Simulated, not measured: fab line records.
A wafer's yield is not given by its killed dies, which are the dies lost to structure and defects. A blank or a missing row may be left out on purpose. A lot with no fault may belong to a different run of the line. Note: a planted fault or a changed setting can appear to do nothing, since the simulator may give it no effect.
Matching of chambers + flow n5-finfet + N5_PMOS_HMC_CHANNEL_EPI_DESCUM_14 on rie-diel-05: 4 sister chambers
The step chemistry O2, time 7.9 s. 14 wafers are shown with their chamber, then 7 later ones without.

## WAFERS PAIRED WITH THEIR CHAMBERS
| wafer  | chamber | showerhead-plenum-p-Torr (Torr) | drypump-motor-current-A (A) | throttle-valve-pct (%) |
|--------|---------|---------------------------------|-----------------------------|------------------------|
| L075.1 | 2       | 2.13                            | 5.9                         | 20.44                  |
| L075.2 | 0       | 2.10                            | 5.0                         | 20.65                  |
| L075.3 | 1       | 2.04                            | 5.9                         | 20.42                  |
| L075.4 | 3       | 2.17                            | 5.9                         | 20.59                  |
| L075.5 | 2       | 2.13                            | 6.0                         | 20.43                  |
| L075.6 | 3       | 2.17                            | 5.8                         | 20.61                  |
| L080.1 | 0       | 2.10                            | 5.0                         | 20.67                  |
| L080.2 | 1       | 2.04                            | 5.9                         | 19.99                  |
| L080.4 | 2       | 2.13                            | 5.9                         | 20.45                  |
| L082.2 | 1       | 2.03                            | 5.9                         | 20.01                  |
| L082.4 | 0       | 2.10                            | 5.0                         | 20.68                  |
| L082.6 | 2       | 2.13                            | 6.0                         | 20.45                  |
| L084.3 | 0       | 2.09                            | 5.0                         | 20.68                  |
| L084.4 | 1       | 2.03                            | 5.8                         | 20.00                  |

SIGNATURES (averages over the wafers above)
| reading                  | chamber 0 | chamber 1 | chamber 2 | chamber 3 | scatter within a chamber |
|--------------------------|-----------|-----------|-----------|-----------|--------------------------|
| showerhead-plenum-p-Torr | 2.0975    | 2.0350    | 2.1300    | 2.1700    | 0.00418                  |
| drypump-motor-current-A  | 5.000     | 5.875     | 5.950     | 5.850     | 0.0474                   |
| throttle-valve-pct       | 20.6700   | 20.1050   | 20.4425   | 20.6000   | 0.116                    |
Rule: a wafer lies at a distance from a chamber equal to the root of the sum of squares, over the readings, of (its reading less the chamber's mean, divided by the reading's scatter). If the next closest chamber is less than 2 further off than the closest, the wafer can't be placed; otherwise it belongs to the closest. How the scatter is found: for the shown wafers, subtract from each reading the mean of its chamber, square and add these, divide the total by (wafers less chambers), then take the root.

## WAFERS WITHOUT THEIR CHAMBER
| wafer  | showerhead-plenum-p-Torr (Torr) | drypump-motor-current-A (A) | throttle-valve-pct (%) |
|--------|---------------------------------|-----------------------------|------------------------|
| L084.5 | 2.03                            | 5.8                         | 20.02                  |
| L087.2 | 2.12                            | 5.9                         | 20.48                  |
| L087.3 | 2.16                            | 5.8                         | 20.61                  |
| L087.4 | 2.09                            | 5.0                         | 20.69                  |
| L096.2 | 2.03                            | 5.9                         | 20.06                  |
| L096.3 | 2.09                            | 5.0                         | 20.71                  |
| L096.4 | 2.16                            | 5.9                         | 20.65                  |

## WHICH CHAMBER EACH ONE RAN IN
| wafer  | from the rows above | in truth |
|--------|---------------------|----------|
| L084.5 | 1                   | 1        |
| L087.2 | 2                   | 2        |
| L087.3 | 3                   | 3        |
| L087.4 | 0                   | 0        |
| L096.2 | 1                   | 1        |
| L096.3 | 0                   | 0        |
| L096.4 | 3                   | 3        |
Correctly placed: 7 of 7. Not placeable from these rows: 0. Placed wrongly: 0.
